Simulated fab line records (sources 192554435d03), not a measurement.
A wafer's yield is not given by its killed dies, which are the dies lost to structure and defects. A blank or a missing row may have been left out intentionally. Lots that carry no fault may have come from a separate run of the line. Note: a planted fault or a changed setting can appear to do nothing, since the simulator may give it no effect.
Split-lot study || flow n5Finfet || 39 wafers read from 7 lots, route of 1938 steps

SPLIT DETAILS
At N5_MOL_CONTACT_COAG_ALD_133 (deposits SiO2, target thk 5 nm, pulse time 1 s, co reactant pulse time 1 s), the setting aldCycles was moved away from the recipe's 35 on 15 of the 39 wafers read, by -34.3% to +48.6%. The other wafers ran this setting at the recipe's value.

Reading taken at the split's own step.

THE READING
SiO2_of_MOL_CONTACT_COAG_ALD_133.thkNm (the simulator's own value, which no gauge read), in nm, at N5_MOL_CONTACT_COAG_ALD_133 (deposits SiO2, target thk 5 nm, pulse time 1 s, co reactant pulse time 1 s). No usual value for it is given in the file.

{"wafer": "L074.2", "tool, chamber at the split": "aldSin-04, 2,3,2", "aldCycles as run": 35, "against the recipe": "recipe", "SiO2_of_MOL_CONTACT_COAG_ALD_133.thkNm, nm": 5, "against lot-mates on the recipe": "-"}
{"wafer": "L074.4", "tool, chamber at the split": "aldSin-04, 2,3,2", "aldCycles as run": 35, "against the recipe": "recipe", "SiO2_of_MOL_CONTACT_COAG_ALD_133.thkNm, nm": 5, "against lot-mates on the recipe": "-"}
{"wafer": "L074.6", "tool, chamber at the split": "aldSin-04, 2,3,2", "aldCycles as run": 35, "against the recipe": "recipe", "SiO2_of_MOL_CONTACT_COAG_ALD_133.thkNm, nm": 5, "against lot-mates on the recipe": "-"}
{"wafer": "L077.1", "tool, chamber at the split": "aldSin-01, 0,3,3", "aldCycles as run": 28, "against the recipe": "-20.0%", "SiO2_of_MOL_CONTACT_COAG_ALD_133.thkNm, nm": 4, "against lot-mates on the recipe": -1.0}
{"wafer": "L077.3", "tool, chamber at the split": "aldSin-01, 0,3,3", "aldCycles as run": 28, "against the recipe": "-20.0%", "SiO2_of_MOL_CONTACT_COAG_ALD_133.thkNm, nm": 4, "against lot-mates on the recipe": -1.0}
{"wafer": "L077.4", "tool, chamber at the split": "aldSin-01, 0,3,3", "aldCycles as run": 28, "against the recipe": "-20.0%", "SiO2_of_MOL_CONTACT_COAG_ALD_133.thkNm, nm": 4, "against lot-mates on the recipe": -1.0}
{"wafer": "L077.2", "tool, chamber at the split": "aldSin-01, 2,0,2", "aldCycles as run": 35, "against the recipe": "recipe", "SiO2_of_MOL_CONTACT_COAG_ALD_133.thkNm, nm": 5, "against lot-mates on the recipe": "-"}
{"wafer": "L077.5", "tool, chamber at the split": "aldSin-01, 2,0,2", "aldCycles as run": 35, "against the recipe": "recipe", "SiO2_of_MOL_CONTACT_COAG_ALD_133.thkNm, nm": 5, "against lot-mates on the recipe": "-"}
{"wafer": "L077.6", "tool, chamber at the split": "aldSin-01, 2,0,2", "aldCycles as run": 35, "against the recipe": "recipe", "SiO2_of_MOL_CONTACT_COAG_ALD_133.thkNm, nm": 5, "against lot-mates on the recipe": "-"}
{"wafer": "L078.1", "tool, chamber at the split": "aldSin-01, 3,2,0", "aldCycles as run": 35, "against the recipe": "recipe", "SiO2_of_MOL_CONTACT_COAG_ALD_133.thkNm, nm": 5, "against lot-mates on the recipe": "-"}
{"wafer": "L078.2", "tool, chamber at the split": "aldSin-01, 3,2,0", "aldCycles as run": 35, "against the recipe": "recipe", "SiO2_of_MOL_CONTACT_COAG_ALD_133.thkNm, nm": 5, "against lot-mates on the recipe": "-"}
{"wafer": "L078.3", "tool, chamber at the split": "aldSin-01, 3,2,0", "aldCycles as run": 35, "against the recipe": "recipe", "SiO2_of_MOL_CONTACT_COAG_ALD_133.thkNm, nm": 5, "against lot-mates on the recipe": "-"}
{"wafer": "L078.4", "tool, chamber at the split": "aldSin-01, 0,3,2", "aldCycles as run": 24, "against the recipe": "-31.4%", "SiO2_of_MOL_CONTACT_COAG_ALD_133.thkNm, nm": 3.4, "against lot-mates on the recipe": -1.6}
{"wafer": "L078.5", "tool, chamber at the split": "aldSin-01, 0,3,2", "aldCycles as run": 24, "against the recipe": "-31.4%", "SiO2_of_MOL_CONTACT_COAG_ALD_133.thkNm, nm": 3.4, "against lot-mates on the recipe": -1.6}
{"wafer": "L078.6", "tool, chamber at the split": "aldSin-01, 0,3,2", "aldCycles as run": 24, "against the recipe": "-31.4%", "SiO2_of_MOL_CONTACT_COAG_ALD_133.thkNm, nm": 3.4, "against lot-mates on the recipe": -1.6}
{"wafer": "L079.1", "tool, chamber at the split": "aldSin-04, 0,2,3", "aldCycles as run": 27, "against the recipe": "-22.9%", "SiO2_of_MOL_CONTACT_COAG_ALD_133.thkNm, nm": 3.8, "against lot-mates on the recipe": -1.2}
{"wafer": "L079.2", "tool, chamber at the split": "aldSin-04, 0,2,3", "aldCycles as run": 27, "against the recipe": "-22.9%", "SiO2_of_MOL_CONTACT_COAG_ALD_133.thkNm, nm": 3.8, "against lot-mates on the recipe": -1.2}
{"wafer": "L079.6", "tool, chamber at the split": "aldSin-04, 0,2,3", "aldCycles as run": 27, "against the recipe": "-22.9%", "SiO2_of_MOL_CONTACT_COAG_ALD_133.thkNm, nm": 3.8, "against lot-mates on the recipe": -1.2}
{"wafer": "L079.3", "tool, chamber at the split": "aldSin-04, 1,3,2", "aldCycles as run": 35, "against the recipe": "recipe", "SiO2_of_MOL_CONTACT_COAG_ALD_133.thkNm, nm": 5, "against lot-mates on the recipe": "-"}
{"wafer": "L079.4", "tool, chamber at the split": "aldSin-04, 1,3,2", "aldCycles as run": 35, "against the recipe": "recipe", "SiO2_of_MOL_CONTACT_COAG_ALD_133.thkNm, nm": 5, "against lot-mates on the recipe": "-"}
{"wafer": "L079.5", "tool, chamber at the split": "aldSin-04, 1,3,2", "aldCycles as run": 35, "against the recipe": "recipe", "SiO2_of_MOL_CONTACT_COAG_ALD_133.thkNm, nm": 5, "against lot-mates on the recipe": "-"}
{"wafer": "L081.1", "tool, chamber at the split": "aldSin-04, 0,3,0", "aldCycles as run": 23, "against the recipe": "-34.3%", "SiO2_of_MOL_CONTACT_COAG_ALD_133.thkNm, nm": 3.2, "against lot-mates on the recipe": -1.8}
{"wafer": "L081.2", "tool, chamber at the split": "aldSin-04, 0,3,0", "aldCycles as run": 23, "against the recipe": "-34.3%", "SiO2_of_MOL_CONTACT_COAG_ALD_133.thkNm, nm": 3.2, "against lot-mates on the recipe": -1.8}
{"wafer": "L081.6", "tool, chamber at the split": "aldSin-04, 0,3,0", "aldCycles as run": 23, "against the recipe": "-34.3%", "SiO2_of_MOL_CONTACT_COAG_ALD_133.thkNm, nm": 3.2, "against lot-mates on the recipe": -1.8}
{"wafer": "L081.3", "tool, chamber at the split": "aldSin-04, 2,1,1", "aldCycles as run": 35, "against the recipe": "recipe", "SiO2_of_MOL_CONTACT_COAG_ALD_133.thkNm, nm": 5, "against lot-mates on the recipe": "-"}
{"wafer": "L081.4", "tool, chamber at the split": "aldSin-04, 2,1,1", "aldCycles as run": 35, "against the recipe": "recipe", "SiO2_of_MOL_CONTACT_COAG_ALD_133.thkNm, nm": 5, "against lot-mates on the recipe": "-"}
{"wafer": "L081.5", "tool, chamber at the split": "aldSin-04, 2,1,1", "aldCycles as run": 35, "against the recipe": "recipe", "SiO2_of_MOL_CONTACT_COAG_ALD_133.thkNm, nm": 5, "against lot-mates on the recipe": "-"}
{"wafer": "L084.1", "tool, chamber at the split": "aldSin-02, 0,2,3,1,0,3", "aldCycles as run": 35, "against the recipe": "recipe", "SiO2_of_MOL_CONTACT_COAG_ALD_133.thkNm, nm": 5, "against lot-mates on the recipe": "-"}
{"wafer": "L084.2", "tool, chamber at the split": "aldSin-02, 0,2,3,1,0,3", "aldCycles as run": 35, "against the recipe": "recipe", "SiO2_of_MOL_CONTACT_COAG_ALD_133.thkNm, nm": 5, "against lot-mates on the recipe": "-"}
{"wafer": "L084.3", "tool, chamber at the split": "aldSin-02, 0,2,3,1,0,3", "aldCycles as run": 35, "against the recipe": "recipe", "SiO2_of_MOL_CONTACT_COAG_ALD_133.thkNm, nm": 5, "against lot-mates on the recipe": "-"}
{"wafer": "L084.4", "tool, chamber at the split": "aldSin-02, 0,2,3,1,0,3", "aldCycles as run": 35, "against the recipe": "recipe", "SiO2_of_MOL_CONTACT_COAG_ALD_133.thkNm, nm": 5, "against lot-mates on the recipe": "-"}
{"wafer": "L084.5", "tool, chamber at the split": "aldSin-02, 0,2,3,1,0,3", "aldCycles as run": 35, "against the recipe": "recipe", "SiO2_of_MOL_CONTACT_COAG_ALD_133.thkNm, nm": 5, "against lot-mates on the recipe": "-"}
{"wafer": "L084.6", "tool, chamber at the split": "aldSin-02, 0,2,3,1,0,3", "aldCycles as run": 35, "against the recipe": "recipe", "SiO2_of_MOL_CONTACT_COAG_ALD_133.thkNm, nm": 5, "against lot-mates on the recipe": "-"}
{"wafer": "L090.1", "tool, chamber at the split": "aldSin-01, 3,1,3", "aldCycles as run": 52, "against the recipe": "+48.6%", "SiO2_of_MOL_CONTACT_COAG_ALD_133.thkNm, nm": 7.4, "against lot-mates on the recipe": "+2.4"}
{"wafer": "L090.4", "tool, chamber at the split": "aldSin-01, 3,1,3", "aldCycles as run": 52, "against the recipe": "+48.6%", "SiO2_of_MOL_CONTACT_COAG_ALD_133.thkNm, nm": 7.4, "against lot-mates on the recipe": "+2.4"}
{"wafer": "L090.5", "tool, chamber at the split": "aldSin-01, 3,1,3", "aldCycles as run": 52, "against the recipe": "+48.6%", "SiO2_of_MOL_CONTACT_COAG_ALD_133.thkNm, nm": 7.4, "against lot-mates on the recipe": "+2.4"}
{"wafer": "L090.2", "tool, chamber at the split": "aldSin-01, 2,0,2", "aldCycles as run": 35, "against the recipe": "recipe", "SiO2_of_MOL_CONTACT_COAG_ALD_133.thkNm, nm": 5, "against lot-mates on the recipe": "-"}
{"wafer": "L090.3", "tool, chamber at the split": "aldSin-01, 2,0,2", "aldCycles as run": 35, "against the recipe": "recipe", "SiO2_of_MOL_CONTACT_COAG_ALD_133.thkNm, nm": 5, "against lot-mates on the recipe": "-"}
{"wafer": "L090.6", "tool, chamber at the split": "aldSin-01, 2,0,2", "aldCycles as run": 35, "against the recipe": "recipe", "SiO2_of_MOL_CONTACT_COAG_ALD_133.thkNm, nm": 5, "against lot-mates on the recipe": "-"}
If several chambers appear in one row, that row covers several wafers at once and the file leaves open which wafer was in which chamber.

FIT RESULTS
A straight line over all 39 wafers: SiO2_of_MOL_CONTACT_COAG_ALD_133.thkNm changes by +0.0505 nm for each +1% of aldCycles; r = +1.00; the points scatter about the line by 0.025 nm.
The same after taking each lot's own level away (the mean of its wafers on the recipe; 39 wafers): +0.0505 nm for each +1%; r = +1.00; scatter 0.025 nm.
According to that fit, moving aldCycles by its largest amount changes the reading by 2.5 nm.
The lots' own levels span 5.00 to 5.00 nm.
The two slopes are in agreement: the lot-to-lot level therefore moves the slope only a little.
Check: +2.45 nm against its lot-mates is what the line predicts for one of the wafers moved furthest among these (+48.6%) when that wafer is left out of the fit. It came out at +2.4 nm against them.

THE OTHER SPLITS THESE WAFERS WENT THROUGH
Before the reading, these wafers also passed through other splits. Each is held against what the fit with the lots' levels taken away leaves over:
{"other split on the same wafers": "N5_FIN_SAQP_HM_DEP_72 targetThkA", "wafers away from the commonest value": 18, "r with SiO2_of_MOL_CONTACT_COAG_ALD_133.thkNm (lot level and that fit taken away)": "+0.37"}
{"other split on the same wafers": "N5_ILD0_PRECLEAN_10 timeS", "wafers away from the commonest value": 15, "r with SiO2_of_MOL_CONTACT_COAG_ALD_133.thkNm (lot level and that fit taken away)": "+0.01"}
{"other split on the same wafers": "N5_HKMG_FIN_HK_ALD_01 aldCycles", "wafers away from the commonest value": 18, "r with SiO2_of_MOL_CONTACT_COAG_ALD_133.thkNm (lot level and that fit taken away)": -0.07}

THE FILE'S OWN FIT
SiO2_of_MOL_CONTACT_COAG_ALD_133.thkNm changes by +0.0507 nm for each +1% of aldCycles, r = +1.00.
